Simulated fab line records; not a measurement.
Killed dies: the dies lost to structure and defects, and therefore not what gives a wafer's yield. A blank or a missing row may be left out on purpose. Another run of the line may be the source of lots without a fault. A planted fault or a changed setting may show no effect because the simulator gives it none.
Check for tools in common | flow n5_finfet | 8 lots and 24 wafers in the sample

WHAT PROMPTED THE OPENING
At N5_BEOL_M9_THK_MEAS_01 the reading M9_ILD_THK is flagged on 2 of 8 lots. Wafers without a fault read 269 nm, standard deviation 3.2.
Rule: a lot is flagged when every wafer of it that has a number lies more than 4 standard deviations from that mean, or none has a number. As for the other lots, they are considered sound.

lot  | measured     | on            | M9_ILD_THK (nm), wafer by wafer | flag
L173 | day 9 12:13  | film_metro-02 | 267 267 274                     |
L175 | day 9 19:35  | film_metro-02 | 267 269 270                     |
L183 | day 11 23:20 | film_metro-01 | 536 536 546                     | FLAGGED
L181 | day 12 00:31 | film_metro-01 | 263 266 268                     |
L189 | day 13 14:05 | film_metro-01 | 540 547 545                     | FLAGGED
L191 | day 13 21:16 | film_metro-02 | 268 268 270                     |
L190 | day 13 21:29 | film_metro-02 | 264 266 265                     |
L192 | day 14 07:49 | film_metro-02 | 268 268 272                     |
On average the flagged lots' numbers are 542 nm, which is +273 nm against the usual, or +85 standard deviations.

LOT BY LOT: THE TOOL USED
The record holds 3 process steps before the reading, out of a route of 1938 steps. Read each cell as the tool, then ch plus the chambers that the sampled wafers visited, then the start.
lot  | flag    | N5_BEOL_M8_VIA_ETCH_34             | N5_BEOL_M8_STRIP_36                | N5_BEOL_M9_ILD_DEP_00
L173 |         | rie_diel-06 ch 0,1,2, day 9 08:31  | rie_diel-06 ch 0,1,2, day 9 08:34  | pecvd-03 ch 1,2, day 9 11:38
L175 |         | rie_diel-06 ch 1,2,3, day 9 15:50  | rie_diel-06 ch 1,2,3, day 9 15:54  | pecvd-03 ch 0,2, day 9 18:47
L183 | FLAGGED | rie_diel-05 ch 1,2, day 11 17:51   | rie_diel-05 ch 1,2, day 11 17:54   | pecvd-03 ch 1,2, day 11 22:29
L181 |         | rie_diel-06 ch 0,1,3, day 11 20:26 | rie_diel-06 ch 0,1,3, day 11 20:29 | pecvd-02 ch 0,1,2, day 11 23:40
L189 | FLAGGED | rie_diel-02 ch 1,2, day 13 09:32   | rie_diel-02 ch 1,2, day 13 09:35   | pecvd-02 ch 1,2, day 13 13:14
L191 |         | rie_diel-05 ch 2,3, day 13 16:54   | rie_diel-05 ch 2,3, day 13 16:57   | pecvd-01 ch 1,2, day 13 20:40
L190 |         | rie_diel-06 ch 0,2, day 13 16:59   | rie_diel-06 ch 0,2, day 13 17:03   | pecvd-03 ch 0,1,2, day 13 20:53
L192 |         | rie_diel-05 ch 2,3, day 14 02:55   | rie_diel-05 ch 2,3, day 14 02:58   | pecvd-02 ch 0,2, day 14 07:13
These steps, and what they do:
- N5_BEOL_M8_VIA_ETCH_34: etches SiCOH lowk in C4F6/O2, target depth 125.5 nm, time 50.5 s.
- N5_BEOL_M8_STRIP_36: strips in N2/H2.
- N5_BEOL_M9_ILD_DEP_00: deposits SiCOH lowk from DEMS/porogen, target thk 308.51 nm, time 58 s.
- N5_BEOL_M9_THK_MEAS_01

FLAGGED AGAINST TOTAL, ONE TOOL AT A TIME (gauges that did the reading follow at the end)
step                   | tool          | lots run | flagged | share of the flagged lots | sound lots run after its first flagged lot
N5_BEOL_M8_VIA_ETCH_34 | rie_diel-02   | 1        | 1       | some                      | 0
N5_BEOL_M8_VIA_ETCH_34 | rie_diel-05   | 3        | 1       | some                      | 2 (L191,L192)
N5_BEOL_M8_VIA_ETCH_34 | rie_diel-06   | 4        | 0       | none                      | -
N5_BEOL_M8_STRIP_36    | rie_diel-02   | 1        | 1       | some                      | 0
N5_BEOL_M8_STRIP_36    | rie_diel-05   | 3        | 1       | some                      | 2 (L191,L192)
N5_BEOL_M8_STRIP_36    | rie_diel-06   | 4        | 0       | none                      | -
N5_BEOL_M9_ILD_DEP_00  | pecvd-01      | 1        | 0       | none                      | -
N5_BEOL_M9_ILD_DEP_00  | pecvd-02      | 3        | 1       | some                      | 1 (L192)
N5_BEOL_M9_ILD_DEP_00  | pecvd-03      | 4        | 1       | some                      | 1 (L190)
N5_BEOL_M9_THK_MEAS_01 | film_metro-01 | 3        | 2       | all                       | 1 (L181)
N5_BEOL_M9_THK_MEAS_01 | film_metro-02 | 5        | 0       | none                      | -

THE TABLE: WHAT IT ALLOWS
Rows of the table that ran each flagged lot: 1, that is film_metro-01 at N5_BEOL_M9_THK_MEAS_01.
- film_metro-01 at N5_BEOL_M9_THK_MEAS_01 ran 3 lots, 2 of them flagged. Sound lots followed the first flagged one (L181) on it, something a lasting fault affecting the whole tool could not allow.
Every row of the table either missed a flagged lot or ran a sound lot after the first.

WHAT THE SIMULATOR HAD INSERTED
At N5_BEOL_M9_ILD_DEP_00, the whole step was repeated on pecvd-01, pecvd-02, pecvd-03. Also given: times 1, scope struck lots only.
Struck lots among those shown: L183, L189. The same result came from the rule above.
